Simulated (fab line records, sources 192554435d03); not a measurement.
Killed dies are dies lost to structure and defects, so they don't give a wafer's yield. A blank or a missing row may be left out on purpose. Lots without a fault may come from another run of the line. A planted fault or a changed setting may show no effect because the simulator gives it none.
fab line records | flow n5_finfet
record lots=5 wafers=15 last_day=16
route steps=1938 shown BEOL_M2@857 BEOL_M4@1111
lots that met no fault: from a run of the same line without faults
start_h: hours from the record's first day to the start of the lot's first wafer shown | wait_h: hours since the lot's step before | " the same as in the row above | L1.1+2: a row that stands for several wafers | - no value, or no start given | * or withheld: withheld | < > ~ a bound
route shown NAME@n: a module of which the file shows steps, and the number in the route of the first | usual: mean/standard deviation of fault-free wafers | same: alike in all rows | chamber/n: place in a boat | sites: the reading at each site | _std_site: their standard deviation | _edge_site: outer sites' mean less inner sites' | radius_mm: how far each site lies from the wafer's centre | mask NAME#n: copy n | behind: the tool/chamber that last shaped the wafer | hold: why the lot was held/for how many hours/how that ended | device: the transistor (n, p or np) that didn't switch | end of line: the same wafers' tests at the end of the route | a step without rows: its recipe alone | killed: dies lost to structure and defects at the first sort, not the wafer's yield | map: a wafer's dies, x killed, . not, _ none there
set.NAME: the setting as run; set.NAME@STEP: as run at that earlier step | model.NAME: the simulator's own value behind a step, which no gauge read
lots at some steps of the route; a table a step, a row a wafer
services: from which hour (start_h, from the record's first day; less than 0 if before it) a tool's chamber was out of use, for how many hours, and why
## steps
# step N5_BEOL_M2_DESCUM_16
# recipe chemistry=O2 time_s=7 source_power_w=50 bias_power_w=20 pressure_mtorr=20 rf_frequency_hz=2.712e+07 temp_c=40 resist=CAR-EUV o2_flow_sccm=225
# step N5_BEOL_M2_ETCH_74
# recipe chemistry=N2/H2 target=underlayer target_depth_a=65 mask_material=CAR-EUV time_s=5.2 ion_energy_ev=200 pressure_mtorr=30 source_w=840 bias_w=150 n2_flow_sccm=200 h2_flow_sccm=200 ends=cleared
# step N5_BEOL_M2_ETCH_63
# recipe chemistry=CF4 target=SiARC target_depth_a=156 mask_material=CAR-EUV time_s=26 ion_energy_ev=80 pressure_mtorr=40 source_w=545 bias_w=36 Ar_flow_sccm=100 cf4_flow_sccm=100 ends=cleared
# step N5_BEOL_M2_ETCH_64
# recipe chemistry=N2/H2 target=SOC target_depth_a=750 overetch_a=225 mask_material=SiARC temp_c=40 time_s=121.9 ion_energy_ev=200 pressure_mtorr=30 source_w=840 bias_w=150 n2_flow_sccm=200 h2_flow_sccm=200
# step N5_BEOL_M2_STRIP_65
# recipe chemistry=N2/H2 temp_c=40 n2_flow_sccm=200 h2_flow_sccm=200 rf_frequency_hz=6e+07
# step N5_BEOL_M2_STRIP_75
# recipe chemistry=N2/H2 temp_c=40 n2_flow_sccm=200 h2_flow_sccm=200 rf_frequency_hz=6e+07
# step N5_BEOL_M2_STRIP_66
# recipe chemistry=CF4 resist=SiARC power_w=300 bias_power_w=75 pressure_mtorr=50 cf4_flow_sccm=150 rf_frequency_hz=6e+07
# step N5_BEOL_M2_HM_OPEN_17
# recipe chemistry=Cl2/BCl3 target_depth_a=200 overetch_a=60 target=TiN mask_material=SOC ion_energy_ev=150 pressure_mtorr=10 icp_w=1000 bias_w=126 Cl2_flow_sccm=53.25 bcl3_flow_sccm=21.75 Ar_flow_sccm=25
# step N5_BEOL_M2_STRIP_19
# recipe chemistry=O2 power_w=400 temp_c=40 pressure_mtorr=30 rf_frequency_hz=6e+07 bias_power_w=0 overash_fraction=0.2 o2_flow_sccm=225
# step N5_BEOL_M2_COAT_67
# recipe resist=SOC temp_c=250 time_s=60 spin_rpm=1500 resist_thk_nm=60
# usual spin_speed_rpm=1500.1/1.1
# columns lot.wafer tool chamber start_h wait_h spin_speed_rpm model.SOC_of_BEOL_M2_COAT_67.thk_nm
L591.2 litho_track-04 0 167.21 0.0 1499.9 60
L591.4 " 0 " " 1499.6 60.2
L591.6 " 0 " " 1500.1 60
L595.1 litho_track-04 0 172.63 0.0 1591.5 58.6
L595.2 " 0 " " 1592.1 58.4
L595.5 " 0 " " 1593.2 58
L598.1 litho_track-04 0 185.37 0.0 1594.3 58.2
L598.3 " 0 " " 1595.3 58
L598.4 " 0 " " 1593.7 58.2
L599.4 litho_track-04 0 189.19 0.0 1595.1 58.2
L599.5 " 0 " " 1598.0 58.2
L599.6 " 0 " " 1594.1 58.2
L608.2 litho_track-02 0 238.97 0.0 1502.2 60.2
L608.3 " 0 " " 1499.6 60.2
L608.6 " 0 " " 1498.4 60.2
# step N5_BEOL_M2_COAT_68
# recipe resist=SiARC temp_c=220 time_s=60 spin_rpm=1500 resist_thk_nm=12
# step N5_BEOL_M2_COAT_76
# recipe resist=underlayer temp_c=205 time_s=60 spin_rpm=1500 resist_thk_nm=5
# step N5_BEOL_M2_COAT_22
# recipe resist=CAR-EUV spin_rpm=1500 resist_thk_nm=30
# step N5_BEOL_M2_EBR_24
# recipe solvent=PGMEA ebr_width_mm=1.5
# step N5_BEOL_M2_SOFTBAKE_23
# recipe temp_c=110 time_s=60 resist=CAR-EUV
# step N5_BEOL_M2_EXPOSE_25
# recipe mask_id=V1 na=0.33 source_shape=quasar sigma_inner=0.2 sigma_outer=0.8 polarization=unpolarized defocus_nm=5 dose_mj=63
# step N5_BEOL_M2_PEB_26
# recipe peb_temp_c=100 peb_time_s=60 resist=CAR-EUV
# step N5_BEOL_M2_DEVELOP_27
# recipe develop_time_s=30 developer=TMAH resist=CAR-EUV rinse_liquid=surfactant_rinse dry=air_spin dev_temp_c=23
# step N5_BEOL_M2_DESCUM_33
# recipe chemistry=O2 time_s=7 source_power_w=50 bias_power_w=20 pressure_mtorr=20 rf_frequency_hz=2.712e+07 temp_c=40 resist=CAR-EUV o2_flow_sccm=225
# step N5_BEOL_M2_ETCH_77
# recipe chemistry=N2/H2 target=underlayer target_depth_a=65 mask_material=CAR-EUV time_s=5.2 ion_energy_ev=200 pressure_mtorr=30 source_w=840 bias_w=150 n2_flow_sccm=200 h2_flow_sccm=200 ends=cleared
# step N5_BEOL_M2_ETCH_69
# recipe chemistry=CF4 target=SiARC target_depth_a=156 mask_material=CAR-EUV time_s=26 ion_energy_ev=80 pressure_mtorr=40 source_w=545 bias_w=36 Ar_flow_sccm=100 cf4_flow_sccm=100 ends=cleared
# step N5_BEOL_M2_ALD_98
# recipe material=SiO2 target_thk_a=25 temp_c=100 ald_precursor_family=BDEAS ald_co_reactant=O2-plasma pulse_time_s=1 co_reactant_pulse_time_s=1 purge_time_s=2 co_reactant_purge_time_s=2 ald_cycles=17 pressure_torr=2
# step N5_BEOL_M2_ETCHBACK_99
# recipe chemistry=CHF3 target=SiO2 target_depth_a=50 time_s=10.4 source_w=215 bias_w=47 Ar_flow_sccm=200 CHF3_flow_sccm=12 ion_energy_ev=100 pressure_mtorr=30
# step N5_BEOL_M2_ETCH_70
# recipe chemistry=N2/H2 target=SOC target_depth_a=800 overetch_a=240 mask_material=SiARC temp_c=40 time_s=130 ion_energy_ev=200 pressure_mtorr=30 source_w=840 bias_w=150 n2_flow_sccm=200 h2_flow_sccm=200
# usual drypump_motor_current_A=5.9/0.42 oes_product_au=0.57/0.048 rf_vpp_V=524.1/1.9 showerhead_plenum_p_Torr=2.54/0.072 temp_c=40.01/0.1 throttle_valve_pct=17.80/0.2
# columns lot.wafer tool chamber start_h wait_h drypump_motor_current_A oes_product_au rf_hours_counter_h rf_vpp_V showerhead_plenum_p_Torr temp_c throttle_valve_pct model.etch.depth_nm
L591.2 rie_diel-01 1 170.64 0.0 6.0 0.53 167 520.8 2.40 40.04 17.59 60.06
L591.4 " 0 " " 6.5 0.58 139 526.9 2.65 39.89 17.91 60.2
L591.6 " 2 " " 6.2 0.67 - 524.2 2.60 40.00 17.81 60.09
L595.1 rie_diel-01 2 175.13 0.0 6.3 0.66 29 524.3 2.59 40.17 17.79 58.55
L595.2 " 3 " " 6.1 0.52 224 523.4 2.51 40.18 18.18 58.38
L595.5 " 3 " " 6.1 0.51 - 524.2 2.51 40.31 18.19 58.08
L598.1 rie_diel-01 2 187.29 0.0 6.3 0.65 33 526.0 2.59 40.05 17.81 58.16
L598.3 " 0 " " 6.5 0.57 145 526.2 2.64 39.95 17.92 58.09
L598.4 " 3 " " 6.1 0.52 228 521.5 2.51 40.13 18.18 58.14
L599.4 rie_diel-06 2 193.96 0.0 5.4 0.54 198 523.0 2.53 40.02 17.79 58.21
L599.5 " 3 " " 5.3 0.61 - 525.3 2.58 39.95 17.69 58.14
L599.6 " 2 " " 5.4 0.55 - 523.3 2.53 40.01 17.80 58.29
L608.2 rie_diel-03 1 241.40 0.0 5.5 0.58 94 524.4 2.58 39.99 17.98 60.27
L608.3 " 3 " " 6.3 0.60 98 520.3 2.45 39.94 17.41 60.19
L608.6 " 0 " " 6.1 0.52 - 522.9 2.49 40.11 17.95 60.19
# step N5_BEOL_M2_STRIP_71
# recipe chemistry=N2/H2 temp_c=40 n2_flow_sccm=200 h2_flow_sccm=200 rf_frequency_hz=6e+07
# step N5_BEOL_M2_STRIP_78
# recipe chemistry=N2/H2 temp_c=40 n2_flow_sccm=200 h2_flow_sccm=200 rf_frequency_hz=6e+07
# step N5_BEOL_M2_VIA_ETCH_34
# recipe chemistry=C4F6/O2 target_depth_a=694 mask_material=SOC pressure_mtorr=15 ion_energy_ev=250 taper_deg=4 time_s=65.9 source_w=350 bias_w=170 Ar_flow_sccm=300 C4F6_flow_sccm=10 O2_flow_sccm=10
# usual drypump_motor_current_A=5.9/0.42 oes_product_au=0.77/0.07 rf_vpp_V=660/17 showerhead_plenum_p_Torr=2.85/0.072 throttle_valve_pct=30.8/0.31
# columns lot.wafer tool chamber start_h wait_h drypump_motor_current_A oes_product_au rf_hours_counter_h rf_vpp_V showerhead_plenum_p_Torr throttle_valve_pct model.SOC_of_BEOL_M2_COAT_67.thk_nm
L591.2 rie_diel-01 1 170.75 0.0 6.0 0.72 167 668 2.74 30.7 52.2
L591.4 " 0 " " 6.4 0.76 139 671 2.94 30.8 52.4
L591.6 " 2 " " 6.2 0.92 - 664 2.90 30.9 51.8
L595.1 rie_diel-01 2 175.23 0.0 6.2 0.91 29 663 2.90 30.9 50.2
L595.2 " 3 " " 6.1 0.72 224 681 2.81 31.3 49.8
L595.5 " 3 " " 6.1 0.72 - 681 2.80 31.3 49.6
L598.1 rie_diel-01 2 187.39 0.0 6.2 0.90 33 665 2.90 30.9 49.8
L598.3 " 0 " " 6.5 0.75 145 672 2.94 30.8 50.2
L598.4 " 3 " " 6.1 0.72 228 683 2.80 31.3 49.6
L599.4 rie_diel-06 2 194.07 0.0 5.4 0.73 198 645 2.81 30.3 50.4
L599.5 " 3 " " 5.3 0.83 - 667 2.93 31.1 50.2
L599.6 " 2 " " 5.4 0.73 - 646 2.81 30.3 50.4
L608.2 rie_diel-03 1 241.51 0.0 5.5 0.80 94 659 2.87 30.8 52.2
L608.3 " 3 " " 6.3 0.81 98 663 2.75 30.3 52.4
L608.6 " 0 " " 6.1 0.70 - 625 2.85 31.3 51.6
# step N5_BEOL_M2_STRIP_83
# recipe chemistry=C4F6/O2 resist=SiARC rf_frequency_hz=6e+07
# step N5_BEOL_M4_RC_MEAS_101
# usual DIBL_N=36.6/2.1 DIBL_P=36.5/2.7 IOFF_N=0.17/0.043 IOFF_P=0.22/0.045 ION_N=674/17 ION_P=461/9.9 SS_N=71.7/0.79 SS_P=73.4/0.79 VT_N=249/4 VT_P=-250/3.3
# columns lot.wafer tool chamber start_h wait_h DIBL_N[mV/V] DIBL_P[mV/V] IOFF_N[nA/um] IOFF_P[nA/um] ION_N[uA/um] ION_P[uA/um] SS_N[mV/dec] SS_P[mV/dec] VT_N[mV] VT_P[mV]
L591.2 prober-02 0 191.96 0.2 36.5 36.2 0.17 0.24 680 470 70.7 73.2 248 -246
L591.4 " 0 " " 36.9 35.5 0.18 0.24 681 474 72.1 73.3 248 -246
L591.6 " 0 " " 35.3 35.0 0.14 0.22 661 461 71.0 73.4 252 -248
L595.1 prober-02 0 215.42 0.0 37.0 36.8 0.19 0.23 678 461 71.6 74.2 248 -249
L595.2 " 0 " " 35.0 35.3 0.16 0.20 687 466 70.9 73.1 249 -251
L595.5 " 0 " " 38.3 39.2 0.23 0.27 685 462 72.1 74.6 243 -248
L598.1 prober-01 0 218.65 0.0 37.2 36.6 0.19 0.23 658 448 72.4 73.7 251 -245
L598.3 " 0 " " 39.0 38.6 0.23 0.27 677 459 72.8 74.4 245 -245
L598.4 " 0 " " 38.1 37.5 0.22 0.23 655 452 73.1 73.9 249 -247
L599.4 prober-02 0 218.69 0.5 38.3 37.9 0.20 0.25 688 470 72.2 73.6 247 -248
L599.5 " 0 " " 33.3 32.3 0.11 0.17 665 469 70.3 72.2 255 -251
L599.6 " 0 " " 36.2 36.6 0.15 0.24 683 476 71.2 73.1 249 -243
L608.2 prober-01 0 267.99 0.2 34.6 35.1 0.13 0.18 658 449 71.1 73.7 255 -252
L608.3 " 0 " " 34.7 35.6 0.15 0.21 680 465 71.0 72.8 247 -249
L608.6 " 0 " " 33.9 34.1 0.12 0.17 658 456 71.0 72.2 253 -253
## services
# columns tool chamber start_h hours kind
rie_diel-06 1 220.53 - clean
rie_diel-06 1 220.53 - consumable_replace:focus_ring
rie_diel-06 1 220.53 20.2 scheduled_down
rie_diel-06 1 220.53 20.2 vent_cycle
rie_diel-03 - 222.26 2.8 pm
## key
first_sign step=N5_BEOL_M2_COAT_67 reading=spin_speed_rpm direction=up sigmas=82 usual=* struck=*
effect none on later readings
model_effect step=N5_BEOL_M2_COAT_67 value=SOC_of_BEOL_M2_COAT_67.thk_nm without=60.02 struck=58.22
model_effect step=N5_BEOL_M2_ETCH_70 value=etch.depth_nm without=60.03 struck=58.23
model_effect step=N5_BEOL_M2_VIA_ETCH_34 value=SOC_of_BEOL_M2_COAT_67.thk_nm without=51.82 struck=50.02
met_at N5_BEOL_M2_COAT_67
struck_wafers L595.1,L595.2,L595.5,L598.1,L598.3,L598.4,L599.4,L599.5,L599.6
baseline_loss step=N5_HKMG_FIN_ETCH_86 wafers=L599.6
onset_between 167.21 172.63
fault kind=process_parameter_drift tool=litho_track-04 chamber=- onset_h=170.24 steps=N5_BEOL_M2_COAT_67 channel=spin_rpm offset=* shape=step end_h=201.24 acts_in=* stated=*
# baseline_loss: these wafers lose ten dies or more at that step, a loss of the line's own and not of a fault; the sort's usual values leave them out
